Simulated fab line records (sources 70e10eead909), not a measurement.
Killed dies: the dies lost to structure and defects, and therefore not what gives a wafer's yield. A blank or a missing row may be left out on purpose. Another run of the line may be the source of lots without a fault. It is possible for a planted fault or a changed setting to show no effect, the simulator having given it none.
Chamber matching + flow nandHarc + 4 sister chambers for NHARC_A_M0_DESCUM_14 on rieDiel-02
The step chemistry O2, time 3 s. 8 wafers are shown with their chamber, then 7 later ones without.

## WAFERS, EACH WITH ITS CHAMBER
| wafer  | chamber | drypumpMotorCurrentA (A) | rfVppV (V) |
|--------|---------|--------------------------|------------|
| L303.5 | 0       | 5.5                      | 59.6       |
| L303.6 | 3       | 5.1                      | 57.6       |
| L302.5 | 2       | 6.0                      | 56.8       |
| L315.1 | 1       | 5.6                      | 58.8       |
| L315.4 | 0       | 5.5                      | 59.3       |
| L315.6 | 3       | 5.1                      | 57.8       |
| L313.1 | 2       | 5.9                      | 56.3       |
| L313.4 | 1       | 5.6                      | 58.1       |

## WAFERS WHOSE CHAMBER IS MISSING
| wafer  | drypumpMotorCurrentA (A) | rfVppV (V) |
|--------|--------------------------|------------|
| L313.6 | 5.9                      | 58.6       |
| L316.1 | 5.5                      | 58.9       |
| L316.4 | 5.6                      | 57.3       |
| L316.5 | 5.1                      | 57.3       |
| L317.1 | 5.1                      | 57.4       |
| L317.4 | 5.5                      | 59.0       |
| L317.6 | 5.1                      | 58.2       |

## EACH ONE'S CHAMBER
| wafer  | from the rows above     | in truth |
|--------|-------------------------|----------|
| L313.6 | 2                       | 2        |
| L316.1 | can't be placed: 0 or 1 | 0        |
| L316.4 | 1                       | 1        |
| L316.5 | 3                       | 3        |
| L317.1 | 3                       | 3        |
| L317.4 | can't be placed: 0 or 1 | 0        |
| L317.6 | 3                       | 3        |
Correctly placed: 5 of 7. Can't be placed from these rows: 2 (the true chamber is among the candidates in 2). 0 placed wrongly.
How it was worked out, from the rows above alone: a wafer's distance from a chamber is the root of the sum, over the readings, of the square of ((its reading less the chamber's mean) divided by the reading's scatter). The wafer belongs to the nearest chamber; if the next one is less than 2 further off, it can't be placed. Each chamber's mean is taken over the wafers shown for it. The scatter: take each reading less its chamber's mean, square it, sum over the shown wafers, divide by the number of wafers less the number of chambers, and take the root.
